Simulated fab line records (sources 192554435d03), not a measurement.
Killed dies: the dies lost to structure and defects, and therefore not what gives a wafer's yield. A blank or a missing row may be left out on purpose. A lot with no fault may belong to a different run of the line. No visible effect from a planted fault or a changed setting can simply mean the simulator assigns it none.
Comparing a struck lot with a sound one | flow n5-finfet | 39 steps out of a route of 1938
Sound: these wafers, L965.2, L965.5, L965.6. Struck: wafer L957.1. The cause is given at the end.
For every step that has rows: the tool of each side, followed by ch and its chambers, followed by its first start. Under that, the readings that differ: sound wafers | struck wafers | difference of the means | sigmas: that difference in standard deviations of wafers without a fault.
alike: words and numbers the same on both sides, and readings whose means are apart by under 2 such deviations; not compared: readings that were withheld, readings missing a value for some wafer, numbers with overlapping values and no deviation given by the record, and bounds like >300 which may hide the same value.
A row with sigmas, a row that says differs or no value, or rows on one side alone: a step with any of these is where the two part. When numbers do not overlap yet have no deviation, they are printed without sigmas and do not part them. A reading missing from all wafers of one side parts the sides only when that side holds two or more wafers.

first, 10 steps without rows for these wafers: N5_DUMMY_REMOVAL_HM_STRIP_01 (strips SiNx in CH3F/O2, stops on poly-Si, target depth 4 nm, time 6.8 s); N5_DUMMY_REMOVAL_STRIP_10 (strips in N2/H2, time 40 s); N5_DUMMY_REMOVAL_PRECLEAN_07 (cleans in dHF, time 30 s); N5_DUMMY_REMOVAL_DUMMY_REMOVE_02 (chemistry TMAH, target poly-Si, stops on SiO2, target depth 142 nm, time 57 s, rinse time 30 s); N5_DUMMY_REMOVAL_PRECLEAN_08 (cleans in NF3:NH3, afs cycles 2, time 20 s, sublimation time 60 s); N5_DUMMY_REMOVAL_PRECLEAN_04 (cleans in DHF, time 37 s); N5_DUMMY_REMOVAL_SRD_05 (time 30 s); N5_HKMG_FIN_IL_REGROW_00 (material SiO2, chemistry O3, target thk 0.75 nm, time 30 s); N5_HKMG_FIN_HK_ALD_01 (deposits HfO2, target thk 1.6 nm, pulse time 3 s, purge time 3 s); N5_HKMG_FIN_HK_ANNEAL_02 (time 30 s).
N5_HKMG_FIN_ALD_74: deposits La2O3, target thk 0.5 nm, pulse time 6 s, co reactant pulse time 1 s.
  sound on ald-hk-02 ch 0,3, day 7 19:09; struck on ald-hk-01 ch 3, day 5 17:49
  alike: heater-power-outer-w, heater-power-w, precursor-pulse-height-rel
then, 26 steps without rows for these wafers: N5_HKMG_FIN_ALD_75 (deposits Al2O3, target thk 1 nm, co reactant pulse time 1 s); N5_HKMG_FIN_COAT_41 (time 60 s, resist thk 300 nm); N5_HKMG_FIN_COAT_42 (time 60 s, resist thk 35 nm); N5_HKMG_FIN_COAT_43 (resist thk 90 nm); N5_HKMG_FIN_EBR_45; N5_HKMG_FIN_SOFTBAKE_44 (time 60 s); N5_HKMG_FIN_EXPOSE_46 (exposes mask NDIPOLE); N5_HKMG_FIN_PEB_47 (peb time 60 s); N5_HKMG_FIN_DEVELOP_48 (develop time 30 s); N5_HKMG_FIN_DESCUM_53 (chemistry O2, time 7.9 s); N5_HKMG_FIN_ETCH_54 (etches SiARC in CF4, target depth 45.5 nm, time 75.8 s); N5_HKMG_FIN_ETCH_55 (etches SOC in N2/H2, target depth 240 nm, time 300 s); N5_HKMG_FIN_STRIP_56 (strips in N2/H2); N5_HKMG_FIN_STRIP_57 (strips in CF4); N5_HKMG_FIN_ETCH_58 (etches SOC in N2/H2, target depth 215.8 nm, time 741 s); N5_HKMG_FIN_STRIP_93 (strips SOC in N2/H2, time 20 s); N5_HKMG_FIN_WET_ETCH_76 (etches Al2O3 in dNH4OH, stops on La2O3, target depth 2.25 nm, rinse time 30 s); N5_HKMG_FIN_STRIP_60 (strips in N2/H2, time 360 s); N5_HKMG_FIN_WET_ETCH_77 (etches La2O3 in dHCl, stops on HfO2, target depth 2 nm); N5_HKMG_FIN_WET_ETCH_78 (etches Al2O3 in dNH4OH, stops on La2O3, target depth 4.5 nm, rinse time 30 s); N5_HKMG_FIN_ALD_79 (deposits TiN, target thk 1.5 nm, pulse time 1 s, purge time 3 s); N5_HKMG_FIN_CVD_62 (deposits a-Si from Si2H6, target thk 3 nm, time 20.8 s); N5_HKMG_FIN_RTA_80 (time 2 s); N5_HKMG_FIN_PRECLEAN_64 (cleans in dHF, time 30 s); N5_HKMG_FIN_WET_ETCH_65 (etches a-Si in TMAH, stops on TiN, time 49 s, target depth 3 nm); N5_HKMG_FIN_WET_ETCH_81 (etches TiN in SC1, stops on HfO2, time 57 s, target depth 6 nm).
-- record jumps: 5 days separate the struck wafers' starts on either side; left off in module HKMG_FIN, taken up again in module BEOL_M4, whose first shown step is the route's number 1111 --
N5_BEOL_M4_RC_MEAS_101:
  sound on prober-02 ch 0, day 11 20:04; struck on prober-02 ch 0, day 10 09:14
  reading             | sound                     | struck   | difference | sigmas
  IOFF_P (nA/um)      | 0.198 0.196 0.239         | 0.418    | +0.207     | +9
  IOFF_P_85C (nA/um)  | 3.5 3.5 4.1               | 6.4      | +2.7       | +8
  IOFF_P_LIN (nA/um)  | 0.100 0.099 0.113         | 0.195    | +0.091     | +10
  IOFF_P_LONG (nA/um) | 0.000111 0.000112 0.00011 | 0.000169 | +0.000058  | +10
  ION_P (uA/um)       | 465 460 465               | 489      | +26        | +4
  SS_N (mV/dec)       | 71.0 70.6 72.0            | 72.2     | +1.0       | +2
  VT_N_LVT (mV)       | 104.1 104.6 101.6         | 115.8    | +12.4      | +4
  VT_P (mV)           | -248.2 -249.8 -244.9      | -233.0   | +14.6      | +6
  VT_P_LONG (mV)      | -273.6 -274.1 -275.2      | -257.6   | +16.7      | +7
  alike: DIBL_N, DIBL_P, IOFF_N, ION_N, SS_P, VT_N
-- record jumps: 4 days separate the struck wafers' starts on either side; left off in module BEOL_M4, taken up again in module PASSIVATION, whose first shown step is the route's number 1936 --
N5_PASSIVATION_PROBE_49:
  sound on prober-01, day 16 04:46; struck on prober-02, day 14 20:57
  reading                | sound | struck | difference | sigmas
  sort_bin_4_leakage (%) | 0 0   | 1.10   | +1.10      |
  alike: defect-limited-yield, killed_at_M0_to_M3, killed_at_M4_up, killed-at-contacts, killed-at-front-end, killed-at-other, killed-dies, killed-open, killed-short, sort_bin_5_function, sort_bin_6_memory, sort-n-pass, sort-yield-pct

WHERE THEY PART
Within this record, at N5_BEOL_M4_RC_MEAS_101 only. Later steps at which nothing parts them and some readings are alike: N5_PASSIVATION_PROBE_49.

WHY: what the simulator had put in
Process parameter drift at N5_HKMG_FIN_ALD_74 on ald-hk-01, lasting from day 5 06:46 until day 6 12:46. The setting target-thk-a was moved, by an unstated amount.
